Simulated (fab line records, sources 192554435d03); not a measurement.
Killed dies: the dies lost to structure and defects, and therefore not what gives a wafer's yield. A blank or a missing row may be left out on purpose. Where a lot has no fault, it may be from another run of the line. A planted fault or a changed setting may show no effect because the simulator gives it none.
fab line records    flow n5-finfet    part 1 of 2: steps 1 to 23 of 36
record: lots: 5  wafers: 15  last-day: 18
route steps=1938 shown BEOL_M6@1261 BEOL_M7@1263
lots with no fault: from the same line, run without faults
start-h: hours from the record's first day to the start of the lot's first wafer shown    wait-h: time in hours since the lot's previous step    " identical to the entry in the row above    L1.1+2: a row that stands for several wafers    - no value present, or no start provided    * or withheld: withheld    < > ~ a bound
route shown NAME@n: a module of which the file shows steps, and the number in the route of the first    usual: mean/standard deviation taken from wafers without a fault    same: alike in all rows    chamber/n: place in a boat    sites: per-site readings    _std_site: the values' standard deviation    _edge_site: outer sites' mean less inner sites'    radius-mm: for every site, how far away it sits from the centre of the wafer    mask NAME#n: copy n    behind: the most recent tool/chamber to have shaped the wafer    hold: cause of the lot's hold/its duration in hours/its outcome    device: the n, p or np transistor that did not switch    end of line: tests of these same wafers at the route's end    where a step has no rows: the recipe by itself    killed: at the first sort, the dies lost to defects and structure; wafer yield is something else    map: shows each die of a wafer: x if killed, . if not, _ if none is there
set.NAME: the setting as run; set.NAME@STEP: as run at that earlier step    model.NAME: the simulator's own value behind a step, which no gauge read
lots at some steps of the route; a table a step, a row a wafer
services: a tool's chamber out of use, with start hour (start-h, from the record's first day; less than 0 if before it), hours out, and reason
== steps ==
step: N5_BEOL_M6_RS_MEAS_57
recipe: thk-meas-gauge: four-point-probe  reads: Cu_of_BEOL_M6_ECD_50+Co_of_BEOL_M6_CVD_78+TaN_of_BEOL_M6_ALD_77
usual: M6_RS: 0.287/0.0084
lot.wafer  tool           chamber  start-h  wait-h  M6_RS[ohm/sq]
L078.1     film-metro-01  -        221.13   0.1     0.280
L078.3     "              -        "        "       0.279
L078.4     "              -        "        "       0.291
L086.3     film-metro-02  -        259.10   0.1     0.265
L086.5     "              -        "        "       0.281
L086.6     "              -        "        "       0.268
L090.4     film-metro-01  -        286.43   0.0     0.284
L090.5     "              -        "        "       0.280
L090.6     "              -        "        "       0.297
L096.2     film-metro-02  -        323.35   0.1     0.312
L096.3     "              -        "        "       0.300
L096.5     "              -        "        "       0.290
L097.3     film-metro-01  -        343.31   0.1     0.282
L097.5     "              -        "        "       0.284
L097.6     "              -        "        "       0.288
step: N5_BEOL_M6_INSPECT_58
recipe: inspect-instrument: darkfield  mode: post-dep
usual: raw-defect-count: 76/25
lot.wafer  tool               chamber  start-h  wait-h  raw-defect-count
L078.1     defect-inspect-02  -        221.16   0.0     73
L078.3     "                  -        "        "       82
L078.4     "                  -        "        "       46
L086.3     defect-inspect-02  -        259.13   0.0     54
L086.5     "                  -        "        "       97
L086.6     "                  -        "        "       62
L090.4     defect-inspect-02  -        286.46   0.0     65
L090.5     "                  -        "        "       53
L090.6     "                  -        "        "       51
L096.2     defect-inspect-01  -        323.37   0.0     51
L096.3     "                  -        "        "       54
L096.5     "                  -        "        "       53
L097.3     defect-inspect-02  -        343.34   0.0     52
L097.5     "                  -        "        "       52
L097.6     "                  -        "        "       57
step: N5_BEOL_M7_ILD_DEP_00
recipe: material: SiCOH_lowk  target-thk-a: 1797.5  temp-c: 300  precursor: DEMS/porogen  pressure-torr: 5  rf-w: 500  time-s: 33.4
usual: chamber-pressure-Torr: 5.000/0.012  heater-power-w: 293/33  showerhead-plenum-p-Torr: 5.740/0.015  throttle-valve-pct: 14.0/0.75
lot.wafer  tool      chamber  start-h  wait-h  chamber-pressure-Torr  heater-power-w  showerhead-plenum-p-Torr  since-wet-clean-h  throttle-valve-pct
L078.1     pecvd-04  1        221.19   0.0     4.993                  326             5.716                     1831               13.4
L078.3     "         2        "        "       5.012                  247             5.722                     352                14.3
L078.4     "         0        "        "       5.007                  347             5.732                     -                  13.5
L086.3     pecvd-03  1        259.18   0.1     4.992                  283             5.780                     -                  13.5
L086.5     "         1        "        "       5.011                  303             5.777                     -                  13.7
L086.6     "         2        "        "       4.992                  336             5.742                     -                  12.8
L090.4     pecvd-03  0        286.51   0.1     5.000                  313             5.735                     -                  13.7
L090.5     "         2        "        "       5.004                  341             5.726                     -                  13.2
L090.6     "         1        "        "       4.976                  278             5.767                     -                  13.6
L096.2     pecvd-02  1        323.41   0.0     5.005                  298             5.757                     2115               13.6
L096.3     "         0        "        "       4.980                  289             5.741                     1390               15.3
L096.5     "         1        "        "       4.987                  303             5.748                     -                  13.8
L097.3     pecvd-02  0        343.39   0.0     4.993                  291             5.750                     1410               15.4
L097.5     "         1        "        "       4.998                  310             5.747                     -                  13.7
L097.6     "         0        "        "       4.995                  294             5.747                     -                  15.6
step: N5_BEOL_M7_CURE_74
recipe: temp-c: 385  time-s: 240  ambient: He/Ar  material: SiCOH_lowk
usual: lamp-power-pct: 52.31/0.056  wafer_temp_C_max: 386.8/0.45
lot.wafer  tool        chamber  start-h  wait-h  lamp-power-pct  wafer_temp_C_max
L078.1     uv-cure-03  0        221.26   0.0     52.17           386.9
L078.3     "           0        "        "       52.27           386.5
L078.4     "           0        "        "       52.28           386.5
L086.3     uv-cure-02  1        259.41   0.2     52.23           386.2
L086.5     "           1        "        "       52.38           386.2
L086.6     "           1        "        "       52.22           386.8
L090.4     uv-cure-01  2        287.12   0.6     52.26           387.1
L090.5     "           2        "        "       52.37           386.8
L090.6     "           2        "        "       52.32           387.2
L096.2     uv-cure-03  0        323.55   0.1     52.23           386.8
L096.3     "           0        "        "       52.39           386.3
L096.5     "           0        "        "       52.31           386.5
L097.3     uv-cure-03  2        343.61   0.2     52.24           386.7
L097.5     "           2        "        "       52.31           388.2
L097.6     "           2        "        "       52.31           386.8
step: N5_BEOL_M7_THK_MEAS_01
recipe: reads: SiCOH_lowk_of_BEOL_M7_ILD_DEP_00
usual: M7_ILD_THK: 155.4/1.9
lot.wafer  tool           chamber  start-h  wait-h  M7_ILD_THK[nm]
L078.1     film-metro-01  -        221.77   0.4     154.9
L078.3     "              -        "        "       152.3
L078.4     "              -        "        "       159.2
L086.3     film-metro-02  -        259.76   0.3     155.2
L086.5     "              -        "        "       156.4
L086.6     "              -        "        "       152.9
L090.4     film-metro-02  -        287.40   0.2     157.4
L090.5     "              -        "        "       156.5
L090.6     "              -        "        "       158.4
L096.2     film-metro-02  -        323.99   0.4     156.3
L096.3     "              -        "        "       152.9
L096.5     "              -        "        "       157.0
L097.3     film-metro-02  -        343.97   0.3     154.7
L097.5     "              -        "        "       157.2
L097.6     "              -        "        "       157.1
step: N5_BEOL_M7_PECVD_70
recipe: material: SiO2  target-thk-a: 200  temp-c: 400  precursor: TEOS/O2  pressure-torr: 5.5  rf-w: 450  teos-flow-sccm: 53.8  gas: O2  flow-sccm: 3000  time-s: 22.7
usual: chamber-pressure-Torr: 5.499/0.012  heater-power-w: 691/61  showerhead-plenum-p-Torr: 8.79/0.053  throttle-valve-pct: 22.5/1.2
lot.wafer  tool      chamber  start-h  wait-h  chamber-pressure-Torr  heater-power-w  showerhead-plenum-p-Torr  since-wet-clean-h  throttle-valve-pct
L078.1     pecvd-03  1        221.81   0.0     5.506                  776             8.91                      1651               21.9
L078.3     "         0        "        "       5.500                  774             8.77                      926                22.4
L078.4     "         2        "        "       5.491                  741             8.76                      -                  21.3
L086.3     pecvd-02  2        259.80   0.0     5.496                  683             8.77                      556                22.6
L086.5     "         1        "        "       5.509                  697             8.83                      -                  22.2
L086.6     "         2        "        "       5.518                  649             8.75                      -                  22.8
L090.4     pecvd-02  0        287.45   0.1     5.508                  718             8.84                      -                  25.0
L090.5     "         1        "        "       5.496                  679             8.82                      -                  22.1
L090.6     "         2        "        "       5.487                  716             8.77                      -                  22.8
L096.2     pecvd-03  2        324.02   0.0     5.492                  624             8.78                      274                21.1
L096.3     "         0        "        "       5.508                  763             8.76                      1028               22.6
L096.5     "         0        "        "       5.490                  752             8.76                      -                  22.8
L097.3     pecvd-04  0        344.02   0.1     5.504                  829             8.76                      -                  21.6
L097.5     "         0        "        "       5.487                  824             8.75                      -                  21.7
L097.6     "         2        "        "       5.496                  619             8.71                      -                  24.1
step: N5_BEOL_M7_HM_DEP_02
recipe: material: TiN  target-thk-a: 200  temp-c: 25  chamber-pressure-pa: 0.49996
usual: throttle-valve-pct: 30.3/0.96
lot.wafer  tool            chamber  start-h  wait-h  throttle-valve-pct
L078.1     pvd-sputter-02  -        222.46   0.6     32.2
L078.3     "               -        "        "       30.0
L078.4     "               -        "        "       30.0
L086.3     pvd-sputter-03  -        262.73   2.9     29.1
L086.5     "               -        "        "       30.6
L086.6     "               -        "        "       30.9
L090.4     pvd-sputter-03  -        288.41   0.9     30.9
L090.5     "               -        "        "       29.4
L090.6     "               -        "        "       29.3
L096.2     pvd-sputter-01  -        324.68   0.6     28.7
L096.3     "               -        "        "       31.0
L096.5     "               -        "        "       30.0
L097.3     pvd-sputter-02  -        344.26   0.2     29.8
L097.5     "               -        "        "       30.4
L097.6     "               -        "        "       31.6
step: N5_BEOL_M7_COAT_59
recipe: resist: SOC  temp-c: 250  time-s: 60  spin-rpm: 1500  resist-thk-nm: 100
lot.wafer   tool            chamber  start-h  wait-h
L078.1+3+4  litho-track-01  0        222.59   0.1
L086.3+5+6  litho-track-01  0        262.86   0.1
L090.4+5+6  litho-track-04  0        288.54   0.1
L096.2+3+5  litho-track-05  0        324.80   0.1
L097.3+5+6  litho-track-05  0        344.39   0.1
step: N5_BEOL_M7_COAT_60
recipe: resist: SiARC  temp-c: 220  time-s: 60  spin-rpm: 1500  resist-thk-nm: 35
lot.wafer   tool            chamber  start-h  wait-h
L078.1+3+4  litho-track-01  0        -        -
L086.3+5+6  litho-track-01  0        -        -
L090.4+5+6  litho-track-04  0        -        -
L096.2+3+5  litho-track-05  0        -        -
L097.3+5+6  litho-track-05  0        -        -
step: N5_BEOL_M7_COAT_05
recipe: resist: CAR-ArF  spin-rpm: 1500  resist-thk-nm: 90
lot.wafer   tool            chamber  start-h  wait-h
L078.1+3+4  litho-track-01  0        -        -
L086.3+5+6  litho-track-01  0        -        -
L090.4+5+6  litho-track-04  0        -        -
L096.2+3+5  litho-track-05  0        -        -
L097.3+5+6  litho-track-05  0        -        -
step: N5_BEOL_M7_EBR_07
recipe: solvent: PGMEA  ebr-width-mm: 1.5
lot.wafer   tool            chamber  start-h  wait-h
L078.1+3+4  litho-track-01  0        -        -
L086.3+5+6  litho-track-01  0        -        -
L090.4+5+6  litho-track-04  0        -        -
L096.2+3+5  litho-track-05  0        -        -
L097.3+5+6  litho-track-05  0        -        -
step: N5_BEOL_M7_SOFTBAKE_06
recipe: temp-c: 110  time-s: 60  resist: CAR-ArF
lot.wafer   tool            chamber  start-h  wait-h
L078.1+3+4  litho-track-01  0        -        -
L086.3+5+6  litho-track-01  0        -        -
L090.4+5+6  litho-track-04  0        -        -
L096.2+3+5  litho-track-05  0        -        -
L097.3+5+6  litho-track-05  0        -        -
step: N5_BEOL_M7_EXPOSE_08
recipe: mask-id: M7  na: 1.35  source-shape: dipole  sigma-inner: 0.817  sigma-outer: 0.97  polarization: te  dose-mj: 68.25
lot.wafer   tool             chamber  start-h  wait-h  mask
L078.1+3+4  arfi-scanner-02  0        222.83   -       M7#0
L086.3+5+6  arfi-scanner-01  0        263.11   -       M7#0
L090.4+5+6  arfi-scanner-02  0        288.80   -       M7#0
L096.2+3+5  arfi-scanner-01  0        325.06   -       M7#0
L097.3+5+6  arfi-scanner-01  0        344.52   -       M7#0
step: N5_BEOL_M7_PEB_09
recipe: peb-temp-c: withheld  peb-time-s: 60  resist: CAR-ArF
lot.wafer   tool            chamber  start-h  wait-h
L078.1+3+4  litho-track-01  0        222.89   0.1
L086.3+5+6  litho-track-01  0        263.16   0.0
L090.4+5+6  litho-track-01  0        288.84   0.0
L096.2+3+5  litho-track-04  0        325.11   0.0
L097.3+5+6  litho-track-04  0        344.57   0.0
step: N5_BEOL_M7_DEVELOP_10
recipe: develop-time-s: 30  developer: TMAH  resist: CAR-ArF  rinse-liquid: diw  dry: air-spin  dev-temp-c: 23
lot.wafer   tool            chamber  start-h  wait-h
L078.1+3+4  litho-track-01  0        -        -
L086.3+5+6  litho-track-01  0        -        -
L090.4+5+6  litho-track-01  0        -        -
L096.2+3+5  litho-track-04  0        -        -
L097.3+5+6  litho-track-04  0        -        -
step: N5_BEOL_M7_CD_MEAS_11
recipe: target-cd-nm: 38.5  landing-energy-ev: 500  detector: se-inlens  polarity: opening
usual: cd-nm: 38.5/0.42
lot.wafer  tool       chamber  start-h  wait-h  cd-nm
L078.1     cd-sem-03  0        222.96   -       38.6
L078.3     "          0        "        "       38.8
L078.4     "          0        "        "       38.8
L086.3     cd-sem-02  0        263.23   -       38.5
L086.5     "          0        "        "       38.1
L086.6     "          0        "        "       38.3
L090.4     cd-sem-01  0        288.91   -       38.7
L090.5     "          0        "        "       38.3
L090.6     "          0        "        "       38.2
L096.2     cd-sem-03  0        325.18   -       38.0
L096.3     "          0        "        "       38.3
L096.5     "          0        "        "       38.5
L097.3     cd-sem-02  0        344.64   -       39.3
L097.5     "          0        "        "       38.2
L097.6     "          0        "        "       38.4
step: N5_BEOL_M7_OVL_MEAS_12
recipe: points-per-wafer: 44
usual: M7_OVL: 0.2/0.64
lot.wafer  tool        chamber  start-h  wait-h  M7_OVL[nm]
L078.1     overlay-01  0        222.99   0.0     0.3
L078.3     "           0        "        "       -0.2
L078.4     "           0        "        "       0.3
L086.3     overlay-01  0        263.26   0.0     0.3
L086.5     "           0        "        "       0.1
L086.6     "           0        "        "       -1.1
L090.4     overlay-01  0        288.94   0.0     -1.0
L090.5     "           0        "        "       0.4
L090.6     "           0        "        "       -0.8
L096.2     overlay-02  0        325.21   0.0     1.6
L096.3     "           0        "        "       0.4
L096.5     "           0        "        "       0.1
L097.3     overlay-02  0        344.66   0.0     -0.2
L097.5     "           0        "        "       0.2
L097.6     "           0        "        "       0.5
step: N5_BEOL_M7_INSPECT_13
recipe: mode: adi  inspect-instrument: brightfield
usual: raw-defect-count: 425/87
lot.wafer  tool               chamber  start-h  wait-h  raw-defect-count
L078.1     defect-inspect-02  -        223.01   0.0     369
L078.3     "                  -        "        "       390
L078.4     "                  -        "        "       402
L086.3     defect-inspect-02  -        263.28   0.0     337
L086.5     "                  -        "        "       481
L086.6     "                  -        "        "       535
L090.4     defect-inspect-01  -        288.96   0.0     379
L090.5     "                  -        "        "       427
L090.6     "                  -        "        "       520
L096.2     defect-inspect-01  -        325.23   0.0     421
L096.3     "                  -        "        "       392
L096.5     "                  -        "        "       386
L097.3     defect-inspect-01  -        344.69   0.0     271
L097.5     "                  -        "        "       386
L097.6     "                  -        "        "       217
step: N5_BEOL_M7_DESCUM_16
recipe: chemistry: O2  time-s: 7.9  source-power-w: 50  bias-power-w: 20  pressure-mtorr: 20  rf-frequency-hz: 2.712e+07  temp-c: 40  resist: CAR-ArF  o2-flow-sccm: 225
usual: drypump-motor-current-A: 5.6/0.3  oes-product-au: 0.78/0.087  rf-vpp-V: 243.5/1.2  showerhead-plenum-p-Torr: 2.11/0.043  temp-c: 40.01/0.11  throttle-valve-pct: 20.39/0.21
lot.wafer  tool         chamber  start-h  wait-h  drypump-motor-current-A  oes-product-au  rf-hours-counter-h  rf-vpp-V  showerhead-plenum-p-Torr  temp-c  throttle-valve-pct
L078.1     rie-diel-06  0        223.06   0.1     5.8                      0.71            190                 245.6     2.14                      40.03   20.31
L078.3     "            2        "        "       5.6                      0.71            204                 243.0     2.08                      40.11   20.60
L078.4     "            1        "        "       5.3                      0.95            11                  243.5     2.14                      39.97   20.02
L086.3     rie-diel-05  2        263.96   0.7     5.6                      0.80            77                  243.8     2.11                      39.83   20.33
L086.5     "            3        "        "       5.5                      0.67            -                   241.4     2.06                      39.96   20.71
L086.6     "            2        "        "       5.6                      0.81            -                   243.9     2.11                      39.96   20.36
L090.4     rie-diel-01  0        289.37   0.4     6.0                      0.82            53                  243.3     2.15                      39.81   20.58
L090.5     "            1        "        "       5.9                      0.93            -                   243.3     2.17                      39.96   20.64
L090.6     "            0        "        "       6.1                      0.83            -                   244.5     2.15                      39.93   20.58
L096.2     rie-diel-05  0        325.32   0.1     6.1                      0.72            211                 243.3     2.16                      39.96   20.35
L096.3     "            1        "        "       5.3                      0.76            133                 243.0     2.10                      39.74   20.30
L096.5     "            2        "        "       5.6                      0.79            -                   243.7     2.10                      39.95   20.36
L097.3     rie-diel-01  2        346.07   1.4     5.3                      0.91            28                  243.3     2.06                      40.00   20.26
L097.5     "            2        "        "       5.3                      0.90            -                   241.8     2.06                      39.84   20.25
L097.6     "            0        "        "       6.1                      0.79            -                   243.1     2.14                      40.10   20.63
step: N5_BEOL_M7_ETCH_61
recipe: chemistry: CF4  target: SiARC  target-depth-a: 455  mask-material: CAR-ArF  time-s: 75.8  ion-energy-ev: 80  pressure-mtorr: 40  source-w: 545  bias-w: 36  Ar_flow_sccm: 100  cf4-flow-sccm: 100  ends: cleared
usual: drypump-motor-current-A: 5.6/0.3  etch-rf-on-time-s: 75.6/1.6  oes-product-au: 0.67/0.075  rf-vpp-V: 184.3/1.1  showerhead-plenum-p-Torr: 2.16/0.045  throttle-valve-pct: 15.58/0.17
lot.wafer  tool         chamber  start-h  wait-h  drypump-motor-current-A  etch-rf-on-time-s  oes-product-au  rf-hours-counter-h  rf-vpp-V  showerhead-plenum-p-Torr  throttle-valve-pct
L078.1     rie-diel-06  0        223.10   0.0     5.8                      80.1               0.60            190                 184.7     2.21                      15.73
L078.3     "            2        "        "       5.6                      77.1               0.60            204                 183.7     2.12                      15.81
L078.4     "            1        "        "       5.3                      78.3               0.78            11                  183.4     2.20                      15.31
L086.3     rie-diel-05  2        264.00   0.0     5.6                      75.3               0.70            77                  184.9     2.17                      15.60
L086.5     "            3        "        "       5.6                      76.7               0.58            -                   183.7     2.11                      15.93
L086.6     "            2        "        "       5.6                      75.1               0.70            -                   183.7     2.17                      15.58
L090.4     rie-diel-01  0        289.41   0.0     6.1                      77.0               0.71            53                  183.8     2.17                      15.58
L090.5     "            1        "        "       6.0                      74.2               0.80            -                   183.9     2.19                      15.59
L090.6     "            0        "        "       6.1                      76.8               0.71            -                   183.9     2.17                      15.59
L096.2     rie-diel-05  0        325.36   0.0     6.0                      75.3               0.62            211                 185.4     2.22                      15.64
L096.3     "            1        "        "       5.3                      74.5               0.66            133                 184.0     2.13                      15.42
L096.5     "            2        "        "       5.5                      75.7               0.68            -                   184.9     2.16                      15.64
L097.3     rie-diel-01  2        346.10   0.0     5.3                      75.5               0.78            28                  184.0     2.10                      15.28
L097.5     "            2        "        "       5.3                      74.8               0.77            -                   182.7     2.10                      15.30
L097.6     "            0        "        "       6.1                      77.5               0.68            -                   182.3     2.16                      15.61
step: N5_BEOL_M7_ETCH_62
recipe: chemistry: N2/H2  target: SOC  target-depth-a: 1100  overetch-a: 220  mask-material: SiARC  temp-c: 40  time-s: 165  ion-energy-ev: 200  pressure-mtorr: 30  source-w: 840  bias-w: 150  n2-flow-sccm: 200  h2-flow-sccm: 200
usual: drypump-motor-current-A: 5.6/0.3  oes-product-au: 0.67/0.071  rf-vpp-V: 524.5/1.8  showerhead-plenum-p-Torr: 2.57/0.054  temp-c: 39.99/0.099  throttle-valve-pct: 17.85/0.21
lot.wafer  tool         chamber  start-h  wait-h  drypump-motor-current-A  oes-product-au  rf-hours-counter-h  rf-vpp-V  showerhead-plenum-p-Torr  temp-c  throttle-valve-pct
L078.1     rie-diel-06  0        223.15   0.0     5.9                      0.61            190                 526.0     2.63                      39.89   17.97
L078.3     "            2        "        "       5.6                      0.60            204                 524.0     2.53                      39.89   17.96
L078.4     "            1        "        "       5.3                      0.79            11                  526.5     2.59                      40.08   17.32
L086.3     rie-diel-05  2        264.05   0.0     5.6                      0.69            77                  524.7     2.59                      39.85   18.01
L086.5     "            3        "        "       5.5                      0.58            -                   522.9     2.49                      39.95   17.93
L086.6     "            2        "        "       5.6                      0.70            -                   524.4     2.59                      39.88   17.98
L090.4     rie-diel-01  0        289.47   0.0     6.1                      0.70            53                  523.8     2.60                      39.90   18.02
L090.5     "            1        "        "       6.0                      0.78            -                   526.2     2.61                      39.95   18.01
L090.6     "            0        "        "       6.1                      0.70            -                   523.2     2.60                      40.03   18.02
L096.2     rie-diel-05  0        325.41   0.0     6.0                      0.61            211                 526.0     2.63                      40.01   17.87
L096.3     "            1        "        "       5.2                      0.65            133                 524.0     2.57                      40.05   17.77
L096.5     "            2        "        "       5.6                      0.68            -                   525.0     2.58                      39.99   18.05
L097.3     rie-diel-01  2        346.16   0.0     5.3                      0.76            28                  522.2     2.49                      40.02   17.58
L097.5     "            2        "        "       5.3                      0.76            -                   521.9     2.49                      40.14   17.59
L097.6     "            0        "        "       6.1                      0.68            -                   524.8     2.59                      40.16   18.04
step: N5_BEOL_M7_STRIP_68
recipe: chemistry: N2/H2  temp-c: 40  n2-flow-sccm: 200  h2-flow-sccm: 200  rf-frequency-hz: 6e+07
lot.wafer   tool         chamber  start-h  wait-h
L078.1+3+4  rie-diel-06  0,2,1    223.29   0.1
L086.3+5+6  rie-diel-05  2,3,2    264.19   0.1
L090.4+5+6  rie-diel-01  0,1,0    289.60   0.1
L096.2+3+5  rie-diel-05  0,1,2    325.55   0.1
L097.3+5+6  rie-diel-01  2,2,0    346.29   0.1
step: N5_BEOL_M7_STRIP_67
recipe: chemistry: CF4  resist: SiARC  power-w: 300  bias-power-w: 75  pressure-mtorr: 50  cf4-flow-sccm: 150  rf-frequency-hz: 6e+07
usual: drypump-motor-current-A: 5.6/0.3  oes-product-au: 0.79/0.085  rf-vpp-V: 271.5/1.3  showerhead-plenum-p-Torr: 1.81/0.038  throttle-valve-pct: 13.57/0.19
lot.wafer  tool         chamber  start-h  wait-h  drypump-motor-current-A  oes-product-au  rf-hours-counter-h  rf-vpp-V  showerhead-plenum-p-Torr  throttle-valve-pct
L078.1     rie-diel-06  0        223.30   0.0     5.8                      0.73            190                 271.7     1.85                      13.70
L078.3     "            2        "        "       5.5                      0.71            204                 269.8     1.77                      13.82
L078.4     "            1        "        "       5.3                      0.94            11                  273.4     1.84                      13.24
L086.3     rie-diel-05  2        264.20   0.0     5.6                      0.82            77                  272.9     1.81                      13.55
L086.5     "            3        "        "       5.5                      0.69            -                   268.7     1.77                      13.95
L086.6     "            2        "        "       5.5                      0.82            -                   272.9     1.81                      13.53
L090.4     rie-diel-01  0        289.61   0.0     6.1                      0.83            54                  273.6     1.83                      13.57
L090.5     "            1        "        "       5.9                      0.92            -                   271.2     1.84                      13.58
L090.6     "            0        "        "       6.1                      0.84            -                   271.6     1.83                      13.57
L096.2     rie-diel-05  0        325.56   0.0     6.0                      0.72            211                 272.5     1.85                      13.60
L096.3     "            1        "        "       5.2                      0.77            133                 272.1     1.80                      13.45
L096.5     "            2        "        "       5.6                      0.80            -                   270.9     1.81                      13.57
L097.3     rie-diel-01  2        346.30   0.0     5.3                      0.90            28                  269.8     1.76                      13.25
L097.5     "            2        "        "       5.3                      0.90            -                   270.3     1.76                      13.21
L097.6     "            0        "        "       6.1                      0.80            -                   271.0     1.83                      13.63
